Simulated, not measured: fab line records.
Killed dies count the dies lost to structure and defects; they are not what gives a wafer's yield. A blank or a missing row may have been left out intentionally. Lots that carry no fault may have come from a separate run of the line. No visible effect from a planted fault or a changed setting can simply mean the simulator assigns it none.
fab line records + flow n5_finfet
[record]
- lots = 5
- wafers = 15
- last_day = 17
route steps=1938 shown BEOL_M15@1819 PASS1_DEP@1831 MIM_BOT@1832 MIM_TOP@1834 MIM_TOP_LITHO@1839 MIM_TOP_ETCH@1851 MIM_BOT_LITHO@1854 MIM_BOT_ETCH@1868 PASSIVATION@1936
lots untouched by any fault: they come from a run of this same line in which no faults occurred
start_h: the number of hours between the record's first day and the start of the first shown wafer of the lot + wait_h: hours from the lot's prior step to this one + " as in the row above + L1.1+2: a single row standing in for several wafers + - no value present, or no start provided + * or withheld: withheld + < > ~ a bound
route shown NAME@n: NAME is a module with steps in the file, n the number in the route of the first one + usual: mean and standard deviation over wafers with no fault + same: alike in all rows + chamber/n: place in a boat + sites: readings site by site + _std_site: the values' standard deviation + _edge_site: outer sites' mean less inner sites' + radius_mm: for every site, how far away it sits from the centre of the wafer + mask NAME#n: copy n + behind: the most recent tool/chamber to have shaped the wafer + hold: why the lot went on hold/how many hours it stayed there/how the hold came to an end + device: transistor that didn't switch, given as n, p or np + end of line: tests run on the same wafers once the route is complete + step lacking rows: just its recipe + killed: dies that structure and defects cost at the first sort, which is not the same as the wafer's yield + map: shows each die of a wafer: x if killed, . if not, _ if none is there
set.NAME: the setting the step ran with; set.NAME@STEP: the setting that earlier step ran with + model.NAME: the simulator's own value behind a step, which no gauge read
lots seen at some steps along the route; tables by step, rows by wafer
services: the hour from which a tool's chamber was out of use, counted from the record's first day as start_h (under 0 if before that day), plus the number of hours and why
[[steps]]
[step N5_BEOL_M15_SPUTTER_43]
[recipe]
- material = TaN
- target_thk_a = 150
- temp_c = 50
- bias_v = 168.6
- power_w = 15000
- chamber_pressure_pa = 0.12
- time_s = 24.19
[step N5_BEOL_M15_SPUTTER_44]
[recipe]
- material = Ta
- target_thk_a = 150
- temp_c = 50
- bias_v = 80
- power_w = 15000
- chamber_pressure_pa = 0.07
- time_s = 24.19
[step N5_BEOL_M15_SPUTTER_45]
[recipe]
- material = Cu
- target_thk_a = 1000
- temp_c = -20
- bias_v = 60
- power_w = 26000
- chamber_pressure_pa = 0.13
- time_s = 16.67
[step N5_BEOL_M15_ECD_47]
[recipe]
- material = Cu
- target_thk_a = 18600
[step N5_BEOL_M15_ANNEAL_48]
[recipe]
- temp_c = 225
- time_s = 90
- ambient = N2
[step N5_BEOL_M15_CMP_49]
[recipe]
- stop_on = SiO2
- t_overpolish_s = 4.9
- down_force_psi = 2
- platen_rpm = 80
- clearing_platen_down_force_psi = 2
- clearing_platen_rpm = 80
- post_cmp_clean = cu_alkaline
- target_thk_nm = 850
- clearing_platen_pad_velocity_m_s = 1.5917
- pad_velocity_m_s = 1.5917
[step N5_BEOL_M15_PRE_CLEAN_52]
[recipe]
- gas = NH3
- time_s = 15
- temp_c = withheld
- rf_power_w = 300
[step N5_BEOL_M15_DEP_53]
[recipe]
- material = SiCN
- target_thk_a = 500
- temp_c = withheld
- precursor = 3MS/NH3
- pressure_torr = 3
- rf_w = 675
- time_s = 17.8
[step N5_PASSIVATION_PECVD_00]
[recipe]
- material = SiO2
- target_thk_a = 2000
- temp_c = 400
- precursor = SiH4/N2O
- pressure_torr = 2.7
- rf_w = 608
- time_s = 11.2
[usual]
- heater_power_w = 677/120
- showerhead_plenum_p_Torr = 8.21/0.067
- throttle_valve_pct = 50.5/2.9
| lot.wafer | tool     | chamber | start_h | wait_h | heater_power_w | showerhead_plenum_p_Torr | throttle_valve_pct | model.SiO2_of_PASSIVATION_PECVD_00.thk_nm |
|-----------|----------|---------|---------|--------|----------------|--------------------------|--------------------|-------------------------------------------|
| L616.2    | pecvd-03 | 0       | 281.87  | 0.7    | 647            | 8.33                     | 52.6               | 198.8                                     |
| L616.3    | "        | 1       | "       | "      | 675            | 8.13                     | 50.3               | 196.4                                     |
| L616.5    | "        | 2       | "       | "      | 689            | 8.25                     | 46.6               | 197.6                                     |
| L628.2    | pecvd-03 | 1       | 356.53  | 0.7    | 590            | 8.08                     | 50.6               | 268                                       |
| L628.5    | "        | 2       | "       | "      | 734            | 8.26                     | 46.8               | 271.6                                     |
| L628.6    | "        | 0       | "       | "      | 682            | 8.32                     | 53.3               | 272.6                                     |
| L630.2    | pecvd-03 | 2       | 371.47  | 0.7    | 728            | 8.24                     | 47.3               | 267.2                                     |
| L630.3    | "        | 2       | "       | "      | 754            | 8.26                     | 47.2               | 269.6                                     |
| L630.5    | "        | 1       | "       | "      | 666            | 8.11                     | 50.4               | 272                                       |
| L629.1    | pecvd-03 | 1       | 379.68  | 0.8    | 604            | 8.12                     | 50.2               | 267.8                                     |
| L629.3    | "        | 2       | "       | "      | 773            | 8.26                     | 47.3               | 265.8                                     |
| L629.5    | "        | 1       | "       | "      | 615            | 8.09                     | 50.3               | 269.8                                     |
| L631.4    | pecvd-04 | 0       | 386.07  | 0.4    | 764            | 8.26                     | 56.8               | 202                                       |
| L631.5    | "        | 2       | "       | "      | 662            | 8.23                     | 49.6               | 200.2                                     |
| L631.6    | "        | 0       | "       | "      | 594            | 8.26                     | 56.5               | 203.4                                     |
[step N5_MIM_BOT_DEGAS_01]
[recipe]
- ambient = vacuum
- temp_c = 300
- time_s = 60
[step N5_MIM_BOT_SPUTTER_00]
[recipe]
- material = TiN
- target_thk_a = 350
- temp_c = 200
- power_w = 3000
- chamber_pressure_pa = 0.49996
- gas = Ar
- reactive_partial_pa = 0.37997
- time_s = 89.7
[step N5_MIM_TOP_ALD_00]
[recipe]
- material = Al2O3
- target_thk_a = *
- temp_c = withheld
- ald_precursor_family = TMA
- ald_co_reactant = O3
- pulse_time_s = withheld
- purge_time_s = 3
- co_reactant_purge_time_s = withheld
- co_reactant_pulse_time_s = 3
- ald_cycles = withheld
[step N5_MIM_TOP_ALD_01]
[recipe]
- material = HfO2
- target_thk_a = 56
- temp_c = withheld
- ald_precursor_family = Hf-amide
- ald_co_reactant = O3
- pulse_time_s = 1
- purge_time_s = 3
- co_reactant_purge_time_s = 2
- co_reactant_pulse_time_s = 3
- ald_cycles = 62
[step N5_MIM_TOP_ALD_02]
[recipe]
- material = Al2O3
- target_thk_a = *
- temp_c = withheld
- ald_precursor_family = TMA
- ald_co_reactant = O3
- pulse_time_s = withheld
- purge_time_s = 3
- co_reactant_purge_time_s = withheld
- co_reactant_pulse_time_s = 3
- ald_cycles = withheld
[step N5_MIM_TOP_DEGAS_04]
[recipe]
- ambient = vacuum
- temp_c = 300
- time_s = 60
[step N5_MIM_TOP_SPUTTER_03]
[recipe]
- material = TiN
- target_thk_a = 350
- temp_c = 200
- power_w = 3000
- chamber_pressure_pa = 0.49996
- gas = Ar
- reactive_partial_pa = 0.37997
- time_s = 89.7
[step N5_MIM_TOP_LITHO_HMDS_01]
[recipe]
- time_s = 60
- temp_c = 120
[step N5_MIM_TOP_LITHO_COAT_02]
[recipe]
- spin_rpm = *
- resist_thk_nm = *
[step N5_MIM_TOP_LITHO_EBR_04]
[recipe]
- solvent = PGMEA
- ebr_width_mm = 1.5
[step N5_MIM_TOP_LITHO_SOFTBAKE_03]
[recipe]
- temp_c = 100
- time_s = 90
[step N5_MIM_TOP_LITHO_EXPOSE_05]
[recipe]
- mask_id = MIM_TOP
- na = 0.55
- source_shape = conventional
- sigma_outer = 0.8
- polarization = unpolarized
- target_cd_nm = 2000
- dose_mj = 20.5
[step N5_MIM_TOP_LITHO_PEB_06]
[recipe]
- peb_temp_c = withheld
- peb_time_s = *
[step N5_MIM_TOP_LITHO_DEVELOP_07]
[recipe]
- develop_time_s = 60
- rinse_liquid = diw
- dry = air_spin
- dev_temp_c = 21
[step N5_MIM_TOP_LITHO_HARDBAKE_09]
[recipe]
- temp_c = 130
- time_s = 120
[step N5_MIM_TOP_LITHO_DESCUM_10]
[recipe]
- chemistry = O2
- time_s = 7.9
- source_power_w = 50
- bias_power_w = 20
- pressure_mtorr = 20
- rf_frequency_hz = 2.712e+07
- temp_c = 40
- o2_flow_sccm = 225
[step N5_MIM_TOP_ETCH_ETCH_00]
[recipe]
- chemistry = Cl2/BCl3
- target = TiN
- target_depth_a = 385
- ion_energy_ev = 150
- pressure_mtorr = 10
- icp_w = 1000
- bias_w = 126
- Cl2_flow_sccm = 53.25
- bcl3_flow_sccm = 21.75
- Ar_flow_sccm = 25
[step N5_MIM_TOP_ETCH_STRIP_01]
[recipe]
- chemistry = O2
- power_w = 600
- temp_c = 60
- pressure_mtorr = 30
- rf_frequency_hz = 6e+07
- bias_power_w = 0
- overash_fraction = 0.5
- o2_flow_sccm = 225
[step N5_MIM_TOP_ETCH_PECVD_03]
[recipe]
- material = SiNx
- target_thk_a = 200
- temp_c = 400
- precursor = SiH4/NH3/N2
- pressure_torr = 1.5
- rf_w = 300
- time_s = 17.6
[step N5_MIM_BOT_LITHO_HMDS_01]
[recipe]
- time_s = 60
- temp_c = 120
[step N5_MIM_BOT_LITHO_COAT_02]
[recipe]
- spin_rpm = *
- resist_thk_nm = *
[step N5_MIM_BOT_LITHO_EBR_04]
[recipe]
- solvent = PGMEA
- ebr_width_mm = 1.5
[step N5_MIM_BOT_LITHO_SOFTBAKE_03]
[recipe]
- temp_c = 100
- time_s = 90
[step N5_MIM_BOT_LITHO_EXPOSE_05]
[recipe]
- mask_id = MIM_BOT
- na = 0.55
- source_shape = conventional
- sigma_outer = 0.8
- polarization = unpolarized
- dose_mj = 24.25
[step N5_MIM_BOT_LITHO_PEB_06]
[recipe]
- peb_temp_c = withheld
- peb_time_s = *
[step N5_MIM_BOT_LITHO_DEVELOP_07]
[recipe]
- develop_time_s = 60
- rinse_liquid = diw
- dry = air_spin
- dev_temp_c = 21
[step N5_MIM_BOT_ETCH_ETCH_00]
[recipe]
- chemistry = Cl2/BCl3
- target = TiN
- target_depth_a = 455
- ion_energy_ev = 150
- pressure_mtorr = 10
- icp_w = 1000
- bias_w = 126
- Cl2_flow_sccm = 53.25
- bcl3_flow_sccm = 21.75
- Ar_flow_sccm = 25
[usual]
- drypump_motor_current_A = 5.7/0.46
- he_backside_leak_sccm = 3.4/0.32
- oes_product_au = 0.77/0.13
- throttle_valve_pct = 22.09/0.19
| lot.wafer | tool         | chamber | start_h | wait_h | drypump_motor_current_A | he_backside_leak_sccm | oes_product_au | rf_hours_counter_h | throttle_valve_pct | model.SiO2_of_PASSIVATION_PECVD_00.thk_nm |
|-----------|--------------|---------|---------|--------|-------------------------|-----------------------|----------------|--------------------|--------------------|-------------------------------------------|
| L616.2    | rie_metal-03 | 0       | 284.73  | 0.1    | 6.5                     | 3.4                   | 0.63           | 104                | 22.08              | 196.4                                     |
| L616.3    | "            | 0       | "       | "      | 6.4                     | 3.5                   | 0.63           | -                  | 22.05              | 193.8                                     |
| L616.5    | "            | 1       | "       | "      | 5.2                     | 3.6                   | 0.67           | -                  | 22.12              | 195                                       |
| L628.2    | rie_metal-01 | 1       | 359.89  | 0.1    | 5.8                     | 3.8                   | 0.67           | 103                | 22.00              | 265.4                                     |
| L628.5    | "            | 0       | "       | "      | 6.1                     | 3.2                   | 0.69           | -                  | 22.38              | 269                                       |
| L628.6    | "            | 1       | "       | "      | 5.8                     | 3.7                   | 0.66           | -                  | 22.00              | 269.8                                     |
| L630.2    | rie_metal-02 | 1       | 376.62  | 0.1    | 5.9                     | 3.4                   | 0.84           | 20                 | 22.10              | 264.6                                     |
| L630.3    | "            | 1       | "       | "      | 5.9                     | 3.3                   | 0.85           | -                  | 22.09              | 267.2                                     |
| L630.5    | "            | 0       | "       | "      | 5.1                     | 3.0                   | 0.91           | -                  | 21.96              | 269.4                                     |
| L629.1    | rie_metal-03 | 1       | 384.74  | 0.1    | 5.2                     | 3.3                   | 0.66           | 91                 | 22.13              | 265.2                                     |
| L629.3    | "            | 1       | "       | "      | 5.1                     | 3.5                   | 0.66           | -                  | 22.15              | 263.2                                     |
| L629.5    | "            | 0       | "       | "      | 6.5                     | 3.3                   | 0.97           | -                  | 21.77              | 267.2                                     |
| L631.4    | rie_metal-01 | 0       | 391.10  | 0.2    | 6.1                     | 3.1                   | 0.67           | -                  | 22.42              | 199.4                                     |
| L631.5    | "            | 0       | "       | "      | 6.1                     | 3.2                   | 0.68           | -                  | 22.41              | 197.6                                     |
| L631.6    | "            | 0       | "       | "      | 6.1                     | 3.2                   | 0.67           | -                  | 22.41              | 200.8                                     |
[step N5_PASSIVATION_PROBE_49]
[usual]
- defect_limited_yield = 91.2/1.6
- killed_at_M0_to_M3 = 34/11
- killed_at_M4_up = 13/5.2
- killed_at_contacts = 13/6.3
- killed_at_front_end = 40/14
- killed_at_other = 3.2/2.4
- killed_dies = 104/19
- killed_open = 69/14
- killed_short = 32/7.5
- sort_bin_5_function = 5.3/1.1
- sort_bin_6_memory = 3.2/0.73
- sort_bin_8_speed = 0.01/0.038
- sort_n_pass = 1076/19
- sort_yield_pct = 91.2/1.6
[same]
- gross_dies = 1180
- killed_at_back_side = 0
- sort_bin_4_leakage[%] = 0
| lot.wafer | tool      | chamber | start_h | wait_h | defect_limited_yield[%] | killed_at_M0_to_M3 | killed_at_M4_up | killed_at_contacts | killed_at_front_end | killed_at_other | killed_dies | killed_open | killed_short | sort_bin_5_function[%] | sort_bin_6_memory[%] | sort_bin_8_speed[%] | sort_n_pass | sort_yield_pct[%] |
|-----------|-----------|---------|---------|--------|-------------------------|--------------------|-----------------|--------------------|---------------------|-----------------|-------------|-------------|--------------|------------------------|----------------------|---------------------|-------------|-------------------|
| L628.6    | prober-01 | -       | 369.61  | 0.3    | 90.9                    | 39                 | 15              | 16                 | 32                  | 5               | 107         | 61          | 40           | 5.2                    | 3.5                  | 0                   | 1073        | 90.9              |
// killed by level:class
L628.6 MOL_CONTACT_COAG:geometric_particle:open=10 STI_FIN_REVEAL:geometric_particle:open=10 BEOL_M0_SAQP:geometric_particle:open=9 BEOL_M0_SAQP:geometric_particle:short=9 BEOL_M2:geometric_particle:short=8 MOL_CONTACT_COAG:geometric_particle:short=6 BEOL_M2:geometric_particle:open=6 GATE_CUT:geometric_particle:short=4
[[services]]
| tool         | chamber | start_h | hours | kind                          |
|--------------|---------|---------|-------|-------------------------------|
| rie_metal-02 | 0       | 262.02  | -     | clean                         |
| rie_metal-02 | 0       | 262.02  | 15.5  | scheduled_down                |
| rie_metal-02 | 0       | 262.02  | 15.5  | vent_cycle                    |
| pecvd-04     | 0       | 278.63  | 2.1   | scheduled_down                |
| pecvd-03     | 0       | 283.70  | 23.4  | repair                        |
| pecvd-04     | 1       | 284.57  | 2.1   | scheduled_down                |
| pecvd-04     | -       | 285.18  | 6.0   | pm                            |
| pecvd-04     | 2       | 298.18  | -     | calibration                   |
| pecvd-03     | 0       | 316.27  | 5.0   | scheduled_down                |
| rie_metal-03 | 0       | 337.58  | -     | clean                         |
| rie_metal-03 | 0       | 337.58  | 25.1  | scheduled_down                |
| rie_metal-03 | 0       | 337.58  | 25.1  | vent_cycle                    |
| pecvd-03     | -       | 338.65  | 6.0   | pm                            |
| rie_metal-02 | -       | 351.23  | 0.6   | repair                        |
| rie_metal-01 | 1       | 370.23  | -     | clean                         |
| rie_metal-01 | 1       | 370.23  | 20.7  | scheduled_down                |
| rie_metal-01 | 1       | 370.23  | 20.7  | vent_cycle                    |
| pecvd-03     | 0       | 370.54  | 16.5  | scheduled_down                |
| rie_metal-01 | -       | 375.36  | 0.3   | repair                        |
| rie_metal-02 | 1       | 380.90  | 7.5   | repair                        |
| pecvd-04     | 1       | 383.62  | -     | clean                         |
| pecvd-04     | 1       | 383.62  | -     | consumable_replace:showerhead |
| pecvd-04     | 1       | 383.62  | 29.0  | scheduled_down                |
| pecvd-04     | 1       | 383.62  | 29.0  | vent_cycle                    |
[[key]]
first_sign none at tools or gauges
[model_effect]
- step = N5_PASSIVATION_PECVD_00
- value = SiO2_of_PASSIVATION_PECVD_00.thk_nm
- without = 198.8
- struck = 269.4
[model_effect]
- step = N5_MIM_BOT_ETCH_ETCH_00
- value = SiO2_of_PASSIVATION_PECVD_00.thk_nm
- without = 196.2
- struck = 266.8
met_at N5_PASSIVATION_PECVD_00
struck_wafers L628.2,L628.5,L628.6,L629.1,L629.3,L629.5,L630.2,L630.3,L630.5
onset_between 281.87 356.53
[fault]
- kind = process_parameter_drift
- tool = pecvd-03
- chamber = -
- onset_h = 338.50
- steps = N5_PASSIVATION_PECVD_00
- channel = time_s
- offset = *
- shape = step
- end_h = 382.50
- acts_in = *
- stated = *
